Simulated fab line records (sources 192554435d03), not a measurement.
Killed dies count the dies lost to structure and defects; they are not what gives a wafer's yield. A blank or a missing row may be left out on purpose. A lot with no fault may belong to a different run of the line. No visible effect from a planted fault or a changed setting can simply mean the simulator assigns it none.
Which tool is to blame? || flow n5Finfet || 36 wafers from 12 lots sampled at 2 of the route's 1938 steps

== WHAT THE GAUGES READ, wafer by wafer ==
N5_BEOL_M9_CD_MEAS_18: pitch 140 nm, target cd 70 nm.
{"lot": "L077", "measured": "day 10 14:49", "on": "cdSem-01", "cdNm (nm)": "67.8 69.2 69.6"}
{"lot": "L079", "measured": "day 11 02:17", "on": "cdSem-02", "cdNm (nm)": "70.5 69.5 71.0"}
{"lot": "L076", "measured": "day 11 02:43", "on": "cdSem-01", "cdNm (nm)": "69.6 70.8 69.2"}
{"lot": "L082", "measured": "day 12 10:45", "on": "cdSem-01", "cdNm (nm)": "70.2 70.1 69.9"}
{"lot": "L080", "measured": "day 12 16:16", "on": "cdSem-01", "cdNm (nm)": "70.5 70.7 69.9"}
{"lot": "L085", "measured": "day 12 21:16", "on": "cdSem-02", "cdNm (nm)": "70.0 69.4 69.5"}
{"lot": "L090", "measured": "day 13 22:42", "on": "cdSem-02", "cdNm (nm)": "69.2 70.4 68.7"}
{"lot": "L088", "measured": "day 14 14:41", "on": "cdSem-01", "cdNm (nm)": "71.2 69.5 70.9"}
{"lot": "L091", "measured": "day 14 21:21", "on": "cdSem-01", "cdNm (nm)": "70.7 71.2 70.6"}
{"lot": "L094", "measured": "day 16 12:37", "on": "cdSem-03", "cdNm (nm)": "70.2 70.4 70.5"}
{"lot": "L093", "measured": "day 16 17:44", "on": "cdSem-01", "cdNm (nm)": "70.4 70.1 69.4"}
{"lot": "L095", "measured": "day 17 03:13", "on": "cdSem-02", "cdNm (nm)": "70.7 70.1 69.9"}

== WHICH TOOL RAN EACH LOT (tool, then ch and the chambers of the sampled wafers, then the start) ==
{"lot": "L077", "N5_BEOL_M9_ETCH_61": "rieDiel-05 ch 1,2,3, day 10 14:23"}
{"lot": "L079", "N5_BEOL_M9_ETCH_61": "rieDiel-02 ch 0,2,3, day 11 01:46"}
{"lot": "L076", "N5_BEOL_M9_ETCH_61": "rieDiel-05 ch 0,3, day 11 02:18"}
{"lot": "L082", "N5_BEOL_M9_ETCH_61": "rieDiel-06 ch 1,2,3, day 12 10:20"}
{"lot": "L080", "N5_BEOL_M9_ETCH_61": "rieDiel-02 ch 0,1,3, day 12 15:26"}
{"lot": "L085", "N5_BEOL_M9_ETCH_61": "rieDiel-05 ch 0,1, day 12 20:47"}
{"lot": "L090", "N5_BEOL_M9_ETCH_61": "rieDiel-05 ch 0,1,2, day 13 22:17"}
{"lot": "L088", "N5_BEOL_M9_ETCH_61": "rieDiel-05 ch 0,1,3, day 14 14:16"}
{"lot": "L091", "N5_BEOL_M9_ETCH_61": "rieDiel-05 ch 0,2, day 14 20:53"}
{"lot": "L094", "N5_BEOL_M9_ETCH_61": "rieDiel-05 ch 0, day 16 11:43"}
{"lot": "L093", "N5_BEOL_M9_ETCH_61": "rieDiel-05 ch 0,3, day 16 17:12"}
{"lot": "L095", "N5_BEOL_M9_ETCH_61": "rieDiel-06 ch 0,1,2, day 17 02:48"}
- N5_BEOL_M9_ETCH_61: etches SiARC in CF4, target depth 39 nm, time 65 s.

== THE ANSWER, worked out from the rows above alone ==
Rule: the lots themselves supply what counts as usual. The widest of any qualifying gaps counts: lots, ordered by their means at a reading, are off when they make up no more than a third of the lots, leave a main group of 4 or more, and stand apart from it by 3 or more times the standard deviation of that group's means. A main group is skipped when, at the precision printed for the reading in the tables above, its means are all equal. A lot without any number at a reading at which 4 lots or more have one is off too. Where the step has rows for the other lots, those lots are counted as sound.
Across all readings shown, no lot is off: no conclusion can be drawn from this.

== WHAT HAD BEEN PUT IN BY THE SIMULATOR ==
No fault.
